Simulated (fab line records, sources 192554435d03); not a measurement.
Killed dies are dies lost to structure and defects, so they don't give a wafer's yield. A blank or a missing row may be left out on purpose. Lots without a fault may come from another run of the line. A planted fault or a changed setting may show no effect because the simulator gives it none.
Split-lot experiment | flow n5_finfet | 7 lots, 21 wafers read, on a route of 1938 steps

THE SPLIT
At N5_ZERO_LAYER_EXPOSE_08 (exposes mask ZERO, defocus 0 nm, target cd 2000 nm), the setting dose_mj was moved away from the recipe's 16.2 on 10 of the 21 wafers read, by -5.9% to +7.2%. The other wafers ran this setting at the recipe's value.

FROM THE SPLIT TO THE READING: what the file shows between them, 3 steps
- N5_ZERO_LAYER_PEB_09
- N5_ZERO_LAYER_DEVELOP_10: develop time 60 s
- N5_ZERO_LAYER_HARDBAKE_23: time 120 s

THE READING
cd_nm, in nm, at N5_ZERO_LAYER_CD_MEAS_11 (target cd 2000 nm). Fault-free wafers of this fab line usually give 1997.9 nm, standard deviation 2.9 nm.

wafer  | tool, chamber at the split | dose_mj as run | against the recipe | cd_nm, nm | against lot-mates on the recipe
L075.1 | krf_scanner-02, 0          | 16.2           | recipe             | 1994.8    | -
L075.3 | krf_scanner-02, 0          | 16.98          | +4.8%              | 2004.8    | +10.0
L075.5 | krf_scanner-02, 0          | 16.98          | +4.8%              | 2008.6    | +13.8
L081.1 | krf_scanner-01, 0          | 16.2           | recipe             | 1996.9    | -
L081.2 | krf_scanner-01, 0          | 16.2           | recipe             | 2000.2    | -
L081.5 | krf_scanner-01, 0          | 15.24          | -5.9%              | 1988.2    | -10.4
L085.1 | krf_scanner-02, 0          | 16.2           | recipe             | 1996.3    | -
L085.2 | krf_scanner-02, 0          | 17.36          | +7.2%              | 2010.6    | +14.3
L085.5 | krf_scanner-02, 0          | 17.36          | +7.2%              | 2013.6    | +17.3
L086.2 | krf_scanner-01, 0          | 16.2           | recipe             | 2002.6    | -
L086.3 | krf_scanner-01, 0          | 16.2           | recipe             | 2000.0    | -
L086.5 | krf_scanner-01, 0          | 16.2           | recipe             | 2001.1    | -
L090.1 | krf_scanner-02, 0          | 16.2           | recipe             | 1993.9    | -
L090.3 | krf_scanner-02, 0          | 16.2           | recipe             | 1995.3    | -
L090.5 | krf_scanner-02, 0          | 16.97          | +4.8%              | 2008.7    | +14.1
L093.2 | krf_scanner-02, 0          | 17.15          | +5.9%              | 2005.7    | +8.7
L093.4 | krf_scanner-02, 0          | 16.2           | recipe             | 1997.0    | -
L093.6 | krf_scanner-02, 0          | 17.15          | +5.9%              | 2011.5    | +14.5
L096.1 | krf_scanner-02, 0          | 16.2           | recipe             | 2000.2    | -
L096.2 | krf_scanner-02, 0          | 15.57          | -3.9%              | 1992.2    | -8.0
L096.3 | krf_scanner-02, 0          | 15.57          | -3.9%              | 1991.4    | -8.8

THE FIT
A straight line over all 21 wafers: cd_nm changes by +1.83 nm for each +1% of dose_mj; r = +0.94; the points scatter about the line by 2.5 nm.
The same after taking each lot's own level away (the mean of its wafers on the recipe; 21 wafers): +2.16 nm for each +1%; r = +0.98; scatter 1.8 nm.
On that fit, the largest move of dose_mj shifts the reading by 15 nm.
The lots' own levels span 1994.60 to 2001.23 nm, that is 2.3 times the standard deviation above.
So the lot-to-lot level changes the slope: the two fits differ.
Check: with one of the wafers moved furthest among these (+7.2%) left out of the fit, the line predicts +16.2 nm for it against its lot-mates. It came out at +14.3 nm against them.

THE WHOLE CHAIN: every reading that the file lists as answering this split, in the file's order
step                     | what it does                                        | reading                                                           | change (the file's fit)              | r (the file's)
N5_ZERO_LAYER_CD_MEAS_11 | target cd 2000 nm                                   | cd_nm                                                             | +2.2 nm for each +1% of the setting  | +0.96
N5_ZERO_LAYER_DESCUM_16  | chemistry O2, time 7.9 s                            | ZERO_LAYER.cd_nm (the simulator's own value, which no gauge read) | +2.13 nm for each +1% of the setting | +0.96
N5_ZERO_LAYER_ETCH_17    | etches SiO2 in CF4, target depth 12 nm, time 13.3 s | ZERO_LAYER.cd_nm (the simulator's own value, which no gauge read) | +2.17 nm for each +1% of the setting | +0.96

THE FILE'S OWN FIT
cd_nm changes by +2.2 nm for each +1% of dose_mj, r = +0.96.
